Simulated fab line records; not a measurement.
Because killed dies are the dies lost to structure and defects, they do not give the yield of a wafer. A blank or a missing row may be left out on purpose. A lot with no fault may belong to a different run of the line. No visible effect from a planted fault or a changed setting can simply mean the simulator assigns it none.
Which tool is to blame? :: flow nand-harc :: 14 lots with 40 wafers sampled at 5 steps, on a route of 1159 steps

== WHAT THE GAUGES SHOWED, per wafer ==
NHARC_HYBRID_BOND_INSPECT_06: inspects for defects (ir void). Usual: raw-defect-count 35, standard deviation 13.
lot: L484
measured: day 18 20:09
on: defect-inspect-01
raw-defect-count: 50 42 33
flag: 

lot: L483
measured: day 18 20:10
on: defect-inspect-02
raw-defect-count: 17 24 24
flag: 

lot: L485
measured: day 18 20:11
on: defect-inspect-01
raw-defect-count: 39 46 44
flag: 

lot: L487
measured: day 19 09:19
on: defect-inspect-01
raw-defect-count: 50 51 55
flag: 

lot: L490
measured: day 20 12:28
on: defect-inspect-01
raw-defect-count: 31 51 52
flag: 

lot: L495
measured: day 21 12:01
on: defect-inspect-02
raw-defect-count: 22
flag: 

lot: L496
measured: day 21 20:05
on: defect-inspect-02
raw-defect-count: 34 32 29
flag: 

lot: L497
measured: day 22 19:01
on: defect-inspect-02
raw-defect-count: 40 33 49
flag: 

lot: L499
measured: day 22 23:18
on: defect-inspect-01
raw-defect-count: 36 35 35
flag: 

lot: L501
measured: day 22 23:17
on: defect-inspect-02
raw-defect-count: 29 44 43
flag: 

lot: L502
measured: day 22 23:19
on: defect-inspect-02
raw-defect-count: 16 18 16
flag: 

lot: L503
measured: day 23 23:27
on: defect-inspect-01
raw-defect-count: 26 32 35
flag: 

lot: L506
measured: day 24 05:19
on: defect-inspect-01
raw-defect-count: 20 25 15
flag: 

NHARC_THIN_TSV_CD_MEAS_16. Usual: cd-nm 998.7 nm, standard deviation 2.9.
lot: L484
measured: day 19 01:10
on: cd-sem-01
cd-nm (nm): 1001.5 996.2 998.7
flag: 

lot: L483
measured: day 19 02:15
on: cd-sem-01
cd-nm (nm): 998.6 995.6 992.9
flag: 

lot: L485
measured: day 19 03:19
on: cd-sem-02
cd-nm (nm): 997.1 995.9 995.3
flag: 

lot: L487
measured: day 19 12:58
on: cd-sem-03
cd-nm (nm): 996.9 996.3 996.8
flag: 

lot: L490
measured: day 20 17:22
on: cd-sem-01
cd-nm (nm): 996.0 999.5 998.6
flag: 

lot: L495
measured: day 21 16:52
on: cd-sem-02
cd-nm (nm): 1001.3
flag: 

lot: L496
measured: day 21 23:49
on: cd-sem-03
cd-nm (nm): 999.7 1000.4 997.1
flag: 

lot: L497
measured: day 23 01:13
on: cd-sem-01
cd-nm (nm): 1002.0 998.7 997.1
flag: 

lot: L499
measured: day 23 04:02
on: cd-sem-03
cd-nm (nm): 999.2 991.3 999.1
flag: 

lot: L501
measured: day 23 02:53
on: cd-sem-03
cd-nm (nm): 997.6 1002.0 996.8
flag: 

lot: L502
measured: day 23 05:21
on: cd-sem-02
cd-nm (nm): 997.9 994.6 995.6
flag: 

lot: L503
measured: day 24 05:03
on: cd-sem-03
cd-nm (nm): 1002.1 1007.4 1002.4
flag: 

lot: L506
measured: day 24 08:56
on: cd-sem-01
cd-nm (nm): 997.8 1000.3 1000.1
flag: 

NHARC_END_SORT_01. Usual: killed-at-array 31, standard deviation 11; killed-at-other 0.5, standard deviation 0.78; killed-at-periphery 3.0, standard deviation 2; killed-dies 34, standard deviation 12; killed-open 3.2, standard deviation 2; killed-short 1.9, standard deviation 1.6.
lot: L491
measured: day 21 17:53
on: prober-02
killed-at-array: 667 663
killed-at-other: 0 0
killed-at-periphery: 4 4
killed-dies: 671 667
killed-open: 4 4
killed-short: 2 4
flag: OFF

lot: L495
measured: day 22 09:11
on: prober-01
killed-at-array: 655 17
killed-at-other: 3 1
killed-at-periphery: 4 4
killed-dies: 662 22
killed-open: 4 3
killed-short: 3 0
flag: OFF

== WHICH TOOL RAN EACH LOT (tool, then ch and the chambers of the sampled wafers, then the start) ==
lot: L484
NHARC_A_CHANNEL_HOLE_D1_DEP_00: acl-dep-01 ch 0, day 7 23:43
NHARC_THIN_TSV_CMP_01: cmp-02 ch 1,2,3, day 18 22:44

lot: L483
NHARC_A_CHANNEL_HOLE_D1_DEP_00: acl-dep-03 ch 0, day 8 06:35
NHARC_THIN_TSV_CMP_01: cmp-01 ch 0,2,3, day 19 00:00

lot: L485
NHARC_A_CHANNEL_HOLE_D1_DEP_00: acl-dep-03 ch 0, day 8 20:47
NHARC_THIN_TSV_CMP_01: cmp-01 ch 2,3, day 19 01:08

lot: L487
NHARC_A_CHANNEL_HOLE_D1_DEP_00: acl-dep-02 ch 0, day 9 05:29
NHARC_THIN_TSV_CMP_01: cmp-03 ch 1,3, day 19 10:41

lot: L490
NHARC_A_CHANNEL_HOLE_D1_DEP_00: acl-dep-01 ch 0, day 10 08:59
NHARC_THIN_TSV_CMP_01: cmp-01 ch 1,3, day 20 15:02

lot: L491
NHARC_A_CHANNEL_HOLE_D1_DEP_00: acl-dep-02 ch 0, day 10 10:06
NHARC_THIN_TSV_CMP_01: -

lot: L495
NHARC_A_CHANNEL_HOLE_D1_DEP_00: acl-dep-02 ch 0, day 11 09:38
NHARC_THIN_TSV_CMP_01: cmp-02 ch 3, day 21 14:40

lot: L496
NHARC_A_CHANNEL_HOLE_D1_DEP_00: acl-dep-03 ch 0, day 11 09:49
NHARC_THIN_TSV_CMP_01: cmp-03 ch 2,3, day 21 21:28

lot: L497
NHARC_A_CHANNEL_HOLE_D1_DEP_00: acl-dep-03 ch 0, day 11 21:32
NHARC_THIN_TSV_CMP_01: cmp-03 ch 0,1,2, day 22 22:47

lot: L499
NHARC_A_CHANNEL_HOLE_D1_DEP_00: acl-dep-03 ch 0, day 12 04:38
NHARC_THIN_TSV_CMP_01: cmp-02 ch 1,2,3, day 23 01:54

lot: L501
NHARC_A_CHANNEL_HOLE_D1_DEP_00: acl-dep-03 ch 0, day 12 13:23
NHARC_THIN_TSV_CMP_01: cmp-01 ch 0,1,3, day 23 00:41

lot: L502
NHARC_A_CHANNEL_HOLE_D1_DEP_00: acl-dep-01 ch 0, day 12 16:47
NHARC_THIN_TSV_CMP_01: cmp-03 ch 0,2, day 23 03:04

lot: L503
NHARC_A_CHANNEL_HOLE_D1_DEP_00: acl-dep-03 ch 0, day 13 08:26
NHARC_THIN_TSV_CMP_01: cmp-03 ch 0,2,3, day 24 02:58

lot: L506
NHARC_A_CHANNEL_HOLE_D1_DEP_00: acl-dep-03 ch 0, day 13 17:20
NHARC_THIN_TSV_CMP_01: cmp-01 ch 0,2,3, day 24 06:44
- NHARC_A_CHANNEL_HOLE_D1_DEP_00: deposits aC, target thk 3100 nm.
- NHARC_THIN_TSV_CMP_01: polishes.

== AS READ BY THE TOOLS THEMSELVES (means over the sampled wafers that have a number; for cases with no such wafer, the mark the record gives instead) ==
NHARC_A_CHANNEL_HOLE_D1_DEP_00. Usual: throttle-valve-pct 35.000 %, standard deviation 0.0089.
lot: L484
tool: acl-dep-01
throttle-valve-pct (%): 34.993
flag: 

lot: L483
tool: acl-dep-03
throttle-valve-pct (%): 34.997
flag: 

lot: L485
tool: acl-dep-03
throttle-valve-pct (%): 35.003
flag: 

lot: L487
tool: acl-dep-02
throttle-valve-pct (%): 34.995
flag: 

lot: L490
tool: acl-dep-01
throttle-valve-pct (%): 34.994
flag: 

lot: L491
tool: acl-dep-02
throttle-valve-pct (%): 34.999
flag: 

lot: L495
tool: acl-dep-02
throttle-valve-pct (%): 35.003
flag: 

lot: L496
tool: acl-dep-03
throttle-valve-pct (%): 35.001
flag: 

lot: L497
tool: acl-dep-03
throttle-valve-pct (%): 34.991
flag: 

lot: L499
tool: acl-dep-03
throttle-valve-pct (%): 34.997
flag: 

lot: L501
tool: acl-dep-03
throttle-valve-pct (%): 34.995
flag: 

lot: L502
tool: acl-dep-01
throttle-valve-pct (%): 35.008
flag: 

lot: L503
tool: acl-dep-03
throttle-valve-pct (%): 35.002
flag: 

lot: L506
tool: acl-dep-03
throttle-valve-pct (%): 34.995
flag: 

NHARC_THIN_TSV_CMP_01. Usual: motor-current-A 12.2 A, standard deviation 1.2.
lot: L484
tool: cmp-02
motor-current-A (A): 12.9
flag: 

lot: L483
tool: cmp-01
motor-current-A (A): 11.2
flag: 

lot: L485
tool: cmp-01
motor-current-A (A): 11.4
flag: 

lot: L487
tool: cmp-03
motor-current-A (A): 12.9
flag: 

lot: L490
tool: cmp-01
motor-current-A (A): 12.9
flag: 

lot: L495
tool: cmp-02
motor-current-A (A): 12.4
flag: 

lot: L496
tool: cmp-03
motor-current-A (A): 12.8
flag: 

lot: L497
tool: cmp-03
motor-current-A (A): 12.2
flag: 

lot: L499
tool: cmp-02
motor-current-A (A): 12.8
flag: 

lot: L501
tool: cmp-01
motor-current-A (A): 12.4
flag: 

lot: L502
tool: cmp-03
motor-current-A (A): 12.9
flag: 

lot: L503
tool: cmp-03
motor-current-A (A): 12.7
flag: 

lot: L506
tool: cmp-01
motor-current-A (A): 11.2
flag: 

== THE ANSWER, worked out from the rows above alone ==
Rule: a lot is off if the mean of its wafers that have a number lies more than 3 standard deviations from the usual mean. Also off: a lot with no number at a reading for which 4 or more lots have one. The other lots that the step has rows for count as sound. Order of review: gauges by route order, followed by the tools' own readings, for which a lot's mean as printed above is used. The first step at which some lot is off is used, and at that step the reading that is off furthest; a lot without a number counts as furthest.
Off: L491, L495, at NHARC_END_SORT_01 (killed-at-array). Neither off nor sound, because the step has no rows for them: L484, L483, L485, L487, L490, L496, L497, L499, L501, L502, L503, L506.
If a tool, at a process step before that reading, ran all the lots that are off and no sound lot after the first of them, it fits. Gauges at NHARC_END_SORT_01: tried the same way as those tools. One candidate fits, namely acl-dep-02 at NHARC_A_CHANNEL_HOLE_D1_DEP_00. It ran no sound lot before its first lot that is off in this sample, so the start can't be narrowed down.

== WHAT THE SIMULATOR HAD INSERTED ==
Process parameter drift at NHARC_A_CHANNEL_HOLE_D1_DEP_00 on acl-dep-02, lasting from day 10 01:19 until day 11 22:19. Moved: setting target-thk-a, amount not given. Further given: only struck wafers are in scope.
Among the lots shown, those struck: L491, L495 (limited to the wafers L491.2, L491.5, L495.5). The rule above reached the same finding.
